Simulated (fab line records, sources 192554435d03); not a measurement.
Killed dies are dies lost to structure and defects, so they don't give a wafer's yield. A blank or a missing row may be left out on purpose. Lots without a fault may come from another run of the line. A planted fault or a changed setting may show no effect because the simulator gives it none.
fab line records | flow n5_finfet | part 1 of 2: steps 1 to 4 of 6
record lots=21 wafers=63 last_day=19
route steps=1938 shown SD_ACTIVATION@331 ILD0@338 SDB@347 HKMG_FIN@445
lots that met no fault: from a run of the same line without faults
start_h: hours from the record's first day to the start of the lot's first wafer shown | wait_h: hours since the lot's step before | " the same as in the row above | L1.1+2: a row that stands for several wafers | - no value, or no start given | * or withheld: withheld | < > ~ a bound
route shown NAME@n: a module of which the file shows steps, and the number in the route of the first | usual: mean/standard deviation of fault-free wafers | same: alike in all rows | chamber/n: place in a boat | sites: the reading at each site | _std_site: their standard deviation | _edge_site: outer sites' mean less inner sites' | radius_mm: how far each site lies from the wafer's centre | mask NAME#n: copy n | behind: the tool/chamber that last shaped the wafer | hold: why the lot was held/for how many hours/how that ended | device: the transistor (n, p or np) that didn't switch | end of line: the same wafers' tests at the end of the route | a step without rows: its recipe alone | killed: dies lost to structure and defects at the first sort, not the wafer's yield | map: a wafer's dies, x killed, . not, _ none there
set.NAME: the setting as run; set.NAME@STEP: as run at that earlier step | model.NAME: the simulator's own value behind a step, which no gauge read
steps of the route over a sample of lots; a table a step, a row a wafer
services: from which hour (start_h, from the record's first day; less than 0 if before it) a tool's chamber was out of use, for how many hours, and why
## steps
# step N5_SD_ACTIVATION_LSA_01
# recipe temp_c=1080 time_s=0.0008 ambient=N2
# usual wafer_temp_C_max=1084.9/1.9
# columns lot.wafer tool chamber start_h wait_h wafer_temp_C_max
L074.1 laser_anneal-02 0 59.70 0.2 1083.1
L074.3 " 0 " " 1082.9
L074.6 " 0 " " 1083.6
L075.2 laser_anneal-01 0 63.43 0.2 1086.1
L075.4 " 0 " " 1085.5
L075.6 " 0 " " 1086.5
L076.1 laser_anneal-02 0 71.96 0.2 1082.7
L076.4 " 0 " " 1083.0
L076.5 " 0 " " 1082.8
L077.1 laser_anneal-01 0 76.14 0.2 1086.3
L077.4 " 0 " " 1085.5
L077.5 " 0 " " 1086.6
L078.1 laser_anneal-02 0 84.03 0.2 1082.8
L078.3 " 0 " " 1082.8
L078.4 " 0 " " 1085.0
L080.1 laser_anneal-02 0 96.66 0.2 1082.8
L080.4 " 0 " " 1083.6
L080.6 " 0 " " 1082.4
L081.1 laser_anneal-01 0 104.41 0.2 1086.1
L081.3 " 0 " " 1084.8
L081.4 " 0 " " 1086.8
L082.3 laser_anneal-02 0 114.24 0.2 1082.9
L082.4 " 0 " " 1083.1
L082.6 " 0 " " 1082.9
L083.2 laser_anneal-01 0 116.49 0.2 1087.7
L083.4 " 0 " " 1086.8
L083.6 " 0 " " 1088.2
L085.2 laser_anneal-01 0 132.09 0.2 1084.6
L085.3 " 0 " " 1085.9
L085.4 " 0 " " 1087.4
L086.1 laser_anneal-02 0 132.42 0.2 1084.0
L086.5 " 0 " " 1083.1
L086.6 " 0 " " 1082.8
L087.1 laser_anneal-01 0 138.85 0.2 1086.5
L087.2 " 0 " " 1085.1
L087.5 " 0 " " 1089.1
L088.1 laser_anneal-02 0 146.01 0.2 1083.0
L088.3 " 0 " " 1083.2
L088.6 " 0 " " 1082.0
L089.2 laser_anneal-01 0 151.30 0.2 1084.1
L089.3 " 0 " " 1088.3
L089.6 " 0 " " 1084.1
L091.1 laser_anneal-01 0 160.81 0.2 1087.3
L091.2 " 0 " " 1089.5
L091.6 " 0 " " 1086.8
L092.1 laser_anneal-02 0 168.69 0.2 1083.1
L092.2 " 0 " " 1084.8
L092.6 " 0 " " 1082.9
L093.1 laser_anneal-01 0 175.10 0.2 1085.4
L093.4 " 0 " " 1087.4
L093.6 " 0 " " 1086.2
L094.1 laser_anneal-02 0 179.39 0.2 1083.6
L094.2 " 0 " " 1083.0
L094.5 " 0 " " 1084.0
L095.2 laser_anneal-01 0 184.96 0.2 1086.8
L095.5 " 0 " " 1085.9
L095.6 " 0 " " 1086.6
L096.2 laser_anneal-02 0 198.50 0.2 1083.5
L096.4 " 0 " " 1081.5
L096.5 " 0 " " 1083.8
L097.2 laser_anneal-01 0 199.14 0.3 1087.6
L097.3 " 0 " " 1085.0
L097.6 " 0 " " 1087.6
# step N5_ILD0_CMP_03
# recipe stop_on=SiNx t_overpolish_s=1.9 post_cmp_clean=alkaline_brush down_force_psi=4.1491 platen_rpm=51.796 pad_velocity_m_s=1.0306 target_thk_nm=197.38
# usual motor_current_A=12.3/0.87 overpolish_run_s=1.899/0.008 pad_life_wafers=926/560 time_to_endpoint_s=71/4.1
# same t_overpolish_s=1.9
# columns lot.wafer tool chamber start_h wait_h motor_current_A overpolish_run_s pad_life_wafers time_to_endpoint_s
L074.3 cmp-04 2 64.16 0.0 13.7 1.907 1416 68
L074.1 " 1 " " 13.3 1.893 1419 67
L074.6 " 3 " " 12.5 1.899 - 68
L075.4 cmp-04 3 66.37 0.1 12.2 1.896 1440 73
L075.2 " 2 " " 13.9 1.898 1443 68
L075.6 " 0 " " 12.2 1.899 - 69
L076.1 cmp-01 3 74.97 0.1 11.9 1.903 433 77
L076.4 " 0 " " 12.7 1.902 434 71
L076.5 " 3 " " 11.3 1.894 - 75
L077.1 cmp-01 1 79.12 0.1 12.6 1.904 481 70
L077.4 " 3 " " 11.4 1.871 483 77
L077.5 " 1 " " 12.9 1.901 - 67
L078.3 cmp-03 1 87.04 0.0 12.1 1.904 144 68
L078.1 " 2 " " 11.1 1.890 145 67
L078.4 " 3 " " 12.0 1.895 146 66
L080.4 cmp-04 3 101.67 0.0 13.0 1.898 1740 75
L080.1 " 2 " " 13.7 1.895 1743 71
L080.6 " 0 " " 11.5 1.901 - 77
L081.4 cmp-04 0 107.42 0.0 12.2 1.905 1788 79
L081.3 " 1 " " 13.2 1.898 1789 73
L081.1 " 2 " " 13.2 1.897 1790 73
L082.4 cmp-03 3 117.30 0.0 11.1 1.898 360 67
L082.3 " 1 " " 12.5 1.915 362 67
L082.6 " 3 " " 11.1 1.894 - 67
L083.2 cmp-01 3 119.46 0.1 12.0 1.891 770 78
L083.4 " 0 " " 12.1 1.890 771 71
L083.6 " 1 " " 13.2 1.914 - 69
L085.4 cmp-04 3 135.01 0.0 12.4 1.885 1998 72
L085.2 " 0 " " 12.0 1.909 1999 77
L085.3 " 1 " " 12.7 1.901 2000 72
L086.1 cmp-01 3 135.38 0.1 11.2 1.893 883 72
L086.6 " 2 " " 14.3 1.907 - 68
L086.5 " 3 " " 11.0 1.905 - 72
L087.2 cmp-04 2 141.78 0.0 13.4 1.897 2046 75
L087.1 " 1 " " 13.1 1.900 2049 74
L087.5 " 3 " " 12.2 1.901 - 76
L088.3 cmp-03 3 150.06 0.0 11.8 1.897 606 66
L088.1 " 1 " " 11.7 1.898 608 67
L088.6 " 0 " " 11.6 1.896 - 73
L089.3 cmp-03 3 154.29 0.1 11.5 1.898 667 69
L089.2 " 1 " " 11.9 1.906 669 72
L089.6 " 3 " " 11.3 1.905 - 70
L091.2 cmp-03 3 163.84 0.0 10.8 1.912 738 67
L091.1 " 1 " " 12.0 1.903 740 72
L091.6 " 0 " " 11.8 1.905 - 74
L092.2 cmp-03 2 171.67 0.1 11.3 1.906 787 75
L092.1 " 3 " " 11.0 1.909 788 75
L092.6 " 2 " " 11.3 1.904 - 75
L093.4 cmp-01 0 178.45 0.0 11.6 1.894 1206 73
L093.1 " 2 " " 13.5 1.908 1208 71
L093.6 " 0 " " 11.5 1.904 - 73
L094.1 cmp-01 3 184.48 0.1 11.4 1.904 1267 78
L094.2 " 0 " " 11.7 1.904 1268 73
L094.5 " 3 " " 11.7 1.905 - 76
L095.2 cmp-04 2 188.26 0.1 13.7 1.904 313 67
L095.6 " 1 " " 12.7 1.900 - 63
L095.5 " 2 " " 13.6 1.908 - 63
L096.2 cmp-03 2 201.76 0.0 10.6 1.900 996 70
L096.4 " 3 " " 11.1 1.902 997 66
L096.5 " 3 " " 11.5 1.909 - 69
L097.3 cmp-04 1 202.11 0.1 12.5 1.896 440 64
L097.2 " 2 " " 12.9 1.886 441 66
L097.6 " 3 " " 12.2 1.907 - 65
# step N5_SDB_HM_DEP_00
# recipe material=SiNx target_thk_a=400 temp_c=400 precursor=SiH4/NH3/N2 pressure_torr=1.5 rf_w=300 time_s=35.3
# usual heater_power_outer_w=479/81 heater_power_w=773/95 rf_fwd_power_W=297.6/1 showerhead_plenum_p_Torr=5.19/0.096 throttle_valve_pct=39.5/2.8
# columns lot.wafer tool chamber start_h wait_h heater_power_outer_w heater_power_w rf_fwd_power_W showerhead_plenum_p_Torr throttle_valve_pct
L074.1 pecvd-01 0 68.06 0.0 537 821 298.8 5.18 37.6
L074.3 " 1 " " 421 694 296.9 5.35 44.2
L074.6 " 2 " " 517 833 297.7 5.23 36.5
L075.2 pecvd-01 0 70.43 0.0 472 782 299.1 5.17 37.8
L075.4 " 1 " " 438 722 298.3 5.35 44.2
L075.6 " 2 " " 509 812 296.5 5.24 36.7
L076.1 pecvd-01 1 78.83 0.0 426 735 297.4 5.35 44.0
L076.4 " 2 " " 430 701 297.4 5.23 36.5
L076.5 " 1 " " 430 738 297.8 5.34 44.3
L077.1 pecvd-01 0 82.97 0.0 529 831 296.9 5.17 37.5
L077.4 " 1 " " 366 626 298.9 5.35 44.2
L077.5 " 0 " " 538 825 297.6 5.17 38.0
L078.1 pecvd-04 0 91.69 0.0 485 746 297.6 5.21 41.5
L078.3 " 2 " " 678 989 297.1 5.23 38.2
L078.4 " 2 " " 683 965 297.5 5.22 38.0
L080.1 pecvd-01 1 105.56 0.0 363 641 298.0 5.34 44.2
L080.4 " 0 " " 513 800 297.8 5.16 37.6
L080.6 " 1 " " 366 646 297.4 5.35 44.5
L081.1 pecvd-04 2 111.31 0.0 705 1044 298.2 5.23 38.2
L081.3 " 1 " " 504 797 297.0 5.03 38.1
L081.4 " 0 " " 542 816 299.1 5.22 41.4
L082.3 pecvd-04 2 121.20 0.0 722 1030 299.0 5.23 38.0
L082.4 " 1 " " 471 782 295.0 5.02 38.1
L082.6 " 2 " " 693 1018 298.8 5.23 38.0
L083.2 pecvd-01 2 123.37 0.0 479 753 296.9 5.24 36.4
L083.4 " 2 " " 483 785 297.4 5.23 36.9
L083.6 " 1 " " 431 704 296.8 5.36 44.0
L085.2 pecvd-01 1 138.91 0.0 400 666 295.8 5.35 44.3
L085.3 " 0 " " 475 749 299.8 5.16 37.8
L085.4 " 2 " " 508 825 297.9 5.23 36.3
L086.1 pecvd-03 2 139.43 0.0 450 774 296.6 5.20 35.2
L086.5 " 2 " " 458 782 296.5 5.20 35.3
L086.6 " 0 " " 542 879 297.2 5.12 40.1
L087.1 pecvd-03 0 145.82 0.0 547 885 298.9 5.11 40.2
L087.2 " 2 " " 440 737 296.0 5.22 35.4
L087.5 " 0 " " 535 887 297.2 5.12 40.0
L088.1 pecvd-03 2 153.95 0.0 460 773 295.9 5.21 35.3
L088.3 " 0 " " 563 931 298.2 5.11 39.7
L088.6 " 1 " " 426 708 297.0 5.10 41.6
L089.2 pecvd-04 2 158.62 0.0 593 895 298.0 5.24 38.4
L089.3 " 1 " " 461 751 297.3 5.02 38.2
L089.6 " 1 " " 464 749 295.6 5.02 38.4
L091.1 pecvd-01 1 167.73 0.0 401 705 295.7 5.36 44.1
L091.2 " 0 " " 520 812 298.0 5.16 37.8
L091.6 " 1 " " 416 697 295.9 5.36 44.0
L092.1 pecvd-03 0 176.71 0.0 445 772 297.6 5.12 40.4
L092.2 " 2 " " 463 760 298.0 5.22 35.7
L092.6 " 2 " " 456 748 297.8 5.21 35.4
L093.1 pecvd-03 1 182.83 0.0 344 584 297.6 5.09 41.2
L093.4 " 1 " " 335 589 297.0 5.10 41.8
L093.6 " 2 " " 453 721 297.1 5.20 35.8
L094.1 pecvd-01 0 188.90 0.0 523 834 299.0 5.17 38.0
L094.2 " 2 " " 514 801 297.4 5.24 36.4
L094.5 " 1 " " 391 664 296.9 5.36 44.4
L095.2 pecvd-03 2 192.39 0.0 413 698 296.1 5.22 35.4
L095.5 " 2 " " 405 709 297.9 5.21 35.7
L095.6 " 1 " " 420 697 298.8 5.08 41.8
L096.2 pecvd-01 1 205.65 0.0 381 636 298.4 5.36 44.2
L096.4 " 0 " " 499 797 298.4 5.16 37.9
L096.5 " 0 " " 497 781 298.8 5.17 38.0
L097.2 pecvd-01 1 205.94 0.0 423 700 298.2 5.36 44.6
L097.3 " 1 " " 417 714 295.7 5.37 44.2
L097.6 " 0 " " 443 716 297.4 5.15 37.9
# step N5_SDB_HM_OPEN_20
# recipe chemistry=CH3F/O2 target=SiNx mask_material=SOC target_depth_a=240 stop_on=poly-Si over_etch_frac=0.4 ion_energy_ev=120 pressure_mtorr=30 source_w=395 bias_w=73 Ar_flow_sccm=150 CH3F_flow_sccm=30 O2_flow_sccm=20
# usual bias_w=72.96/0.19 chamber_pressure_mTorr=29.998/0.026 drypump_motor_current_A=5.8/0.51 oes_f_703_au=0.74/0.067 oes_product_au=0.62/0.058 rf_fwd_power_W=391.9/1.5 rf_vpp_V=300/4.5 showerhead_plenum_p_Torr=1.98/0.07 throttle_valve_pct=16.35/0.22
# columns lot.wafer tool chamber start_h wait_h bias_w chamber_pressure_mTorr drypump_motor_current_A oes_f_703_au oes_product_au rf_fwd_power_W rf_hours_counter_h rf_vpp_V showerhead_plenum_p_Torr throttle_valve_pct
L074.1 rie_diel-03 0 68.83 0.0 72.90 30.035 5.6 0.71 0.58 390.8 187 299 1.91 16.31
L074.3 " 3 " " 72.86 29.977 6.5 0.74 0.61 394.4 171 295 2.06 16.24
L074.6 " 2 " " 72.69 29.972 5.3 0.82 0.68 393.3 - 300 1.94 15.98
L075.2 rie_diel-01 2 71.27 0.0 72.90 29.977 6.5 0.80 0.65 391.6 114 298 1.92 16.59
L075.4 " 2 " " 72.99 30.027 6.5 0.79 0.67 390.2 - 296 1.92 16.59
L075.6 " 1 " " 72.72 30.039 5.8 0.66 0.56 391.0 - 300 1.96 16.74
L076.1 rie_diel-03 3 79.60 0.0 72.94 30.008 6.5 0.74 0.60 393.9 175 297 2.06 16.25
L076.4 " 0 " " 73.05 29.966 5.6 0.71 0.59 390.3 192 297 1.91 16.32
L076.5 " 2 " " 73.11 30.045 5.3 0.80 0.67 392.6 - 301 1.94 16.00
L077.1 rie_diel-03 1 83.74 0.0 72.90 30.051 5.2 0.70 0.57 389.9 221 297 2.06 16.38
L077.4 " 0 " " 72.94 29.983 5.6 0.70 0.59 392.2 194 298 1.91 16.33
L077.5 " 0 " " 72.66 29.997 5.6 0.70 0.59 390.2 - 300 1.91 16.33
L078.1 rie_diel-03 2 92.46 0.0 72.91 30.039 5.3 0.80 0.65 393.9 94 300 1.94 16.00
L078.3 " 0 " " 73.14 29.975 5.7 0.70 0.59 391.0 197 298 1.91 16.34
L078.4 " 2 " " 73.14 30.060 5.3 0.81 0.67 393.0 - 302 1.94 16.00
L080.1 rie_diel-03 2 106.21 0.0 73.24 30.034 5.3 0.80 0.66 392.2 98 300 1.94 16.02
L080.4 " 0 " " 73.00 29.998 5.6 0.70 0.58 389.9 200 299 1.91 16.35
L080.6 " 1 " " 72.67 29.981 5.2 0.70 0.59 391.2 - 300 2.06 16.39
L081.1 rie_diel-04 3 112.08 0.0 72.87 29.994 5.2 0.70 0.60 392.8 210 307 1.90 16.24
L081.3 " 1 " " 73.08 29.984 6.4 0.66 0.57 391.9 231 305 2.06 16.41
L081.4 " 3 " " 72.45 30.009 5.2 0.70 0.59 393.9 - 306 1.90 16.23
L082.3 rie_diel-04 3 122.25 0.0 73.06 30.020 5.2 0.70 0.60 393.8 214 308 1.90 16.25
L082.4 " 1 " " 73.05 29.982 6.4 0.66 0.56 390.9 - 304 2.06 16.41
L082.6 " 0 " " 73.05 29.984 6.0 0.79 0.65 390.8 - 295 2.02 16.67
L083.2 rie_diel-04 0 124.01 0.0 73.22 30.014 6.0 0.79 0.64 392.4 111 297 2.02 16.69
L083.4 " 0 " " 73.09 30.008 6.0 0.79 0.65 392.2 - 295 2.02 16.70
L083.6 " 3 " " 73.23 30.056 5.2 0.69 0.60 391.0 - 307 1.90 16.27
L085.2 rie_diel-03 1 139.84 0.0 73.12 29.976 5.2 0.69 0.58 389.9 238 300 2.06 16.40
L085.3 " 0 " " 72.96 29.994 5.7 0.69 0.58 389.8 211 296 1.90 16.35
L085.4 " 2 " " 72.84 29.991 5.3 0.79 0.66 393.1 107 301 1.94 16.03
L086.1 rie_diel-04 0 140.14 0.0 73.18 29.975 6.0 0.78 0.64 393.3 117 296 2.01 16.70
L086.5 " 1 " " 72.96 30.043 6.4 0.65 0.56 391.8 - 305 2.06 16.43
L086.6 " 3 " " 73.20 29.973 5.2 0.69 0.58 392.3 - 307 1.90 16.26
L087.1 rie_diel-04 0 147.25 0.0 72.63 30.005 6.0 0.78 0.64 393.3 121 295 2.01 16.71
L087.2 " 1 " " 73.00 30.010 6.4 0.64 0.57 393.2 247 308 2.06 16.46
L087.5 " 1 " " 72.78 30.021 6.4 0.64 0.57 390.4 - 304 2.06 16.45
L088.1 rie_diel-01 3 154.72 0.0 72.63 29.991 5.9 0.92 0.77 392.3 24 295 1.96 15.88
L088.3 " 0 " " 72.83 29.985 6.4 0.73 0.60 392.8 181 292 2.08 16.64
L088.6 " 3 " " 72.97 29.991 5.9 0.93 0.77 392.1 - 298 1.96 15.87
L089.2 rie_diel-03 0 159.52 0.0 72.85 29.995 5.6 0.69 0.57 393.7 216 298 1.90 16.38
L089.3 " 2 " " 73.18 29.994 5.3 0.78 0.64 392.6 112 301 1.93 16.05
L089.6 " 0 " " 72.97 29.998 5.6 0.69 0.59 392.6 - 298 1.90 16.38
L091.1 rie_diel-03 3 168.50 0.0 73.20 29.996 6.5 0.72 0.60 393.9 201 295 2.05 16.31
L091.2 " 1 " " 72.71 29.968 5.2 0.69 0.57 388.1 246 299 2.05 16.41
L091.6 " 1 " " 72.91 30.006 5.2 0.69 0.58 390.3 - 298 2.06 16.40
L092.1 rie_diel-03 2 177.35 0.0 73.02 29.960 5.3 0.79 0.63 393.1 119 300 1.93 16.04
L092.2 " 1 " " 72.92 29.994 5.2 0.69 0.57 390.2 249 299 2.05 16.40
L092.6 " 2 " " 73.09 29.966 5.3 0.78 0.64 392.6 - 300 1.93 16.05
L093.1 rie_diel-04 0 183.60 0.0 72.83 29.972 6.0 0.77 0.62 393.1 133 296 2.01 16.73
L093.4 " 1 " " 73.09 29.972 6.4 0.91 0.80 391.3 2 305 2.05 15.95
L093.6 " 3 " " 73.20 30.004 5.2 0.68 0.58 392.1 - 308 1.89 16.31
L094.1 rie_diel-04 0 189.67 0.0 73.15 30.027 6.0 0.77 0.63 392.7 135 296 2.01 16.74
L094.2 " 1 " " 72.87 29.984 6.4 0.90 0.80 392.5 4 304 2.05 15.98
L094.5 " 1 " " 73.09 30.000 6.4 0.90 0.80 394.3 - 306 2.05 15.94
L095.2 rie_diel-03 3 193.08 0.0 72.74 29.972 6.5 0.71 0.58 391.1 211 296 2.05 16.31
L095.5 " 2 " " 72.61 30.000 5.3 0.77 0.65 394.7 - 299 1.93 16.06
L095.6 " 0 " " 73.18 30.044 5.6 0.68 0.56 390.0 - 296 1.90 16.38
L096.2 rie_diel-04 3 206.32 0.0 72.80 29.975 5.2 0.68 0.58 392.1 246 307 1.89 16.30
L096.4 " 2 " " 73.37 29.938 5.6 0.70 0.59 392.8 193 307 1.91 16.57
L096.5 " 2 " " 72.89 30.011 5.6 0.70 0.60 392.4 - 305 1.90 16.59
L097.2 rie_diel-04 1 206.61 0.0 73.12 29.996 6.4 0.88 0.76 393.0 10 305 2.05 15.98
L097.3 " 0 " " 72.55 29.982 6.0 0.76 0.63 393.2 141 296 2.01 16.74
L097.6 " 2 " " 72.44 30.041 5.6 0.70 0.61 390.4 - 307 1.91 16.59
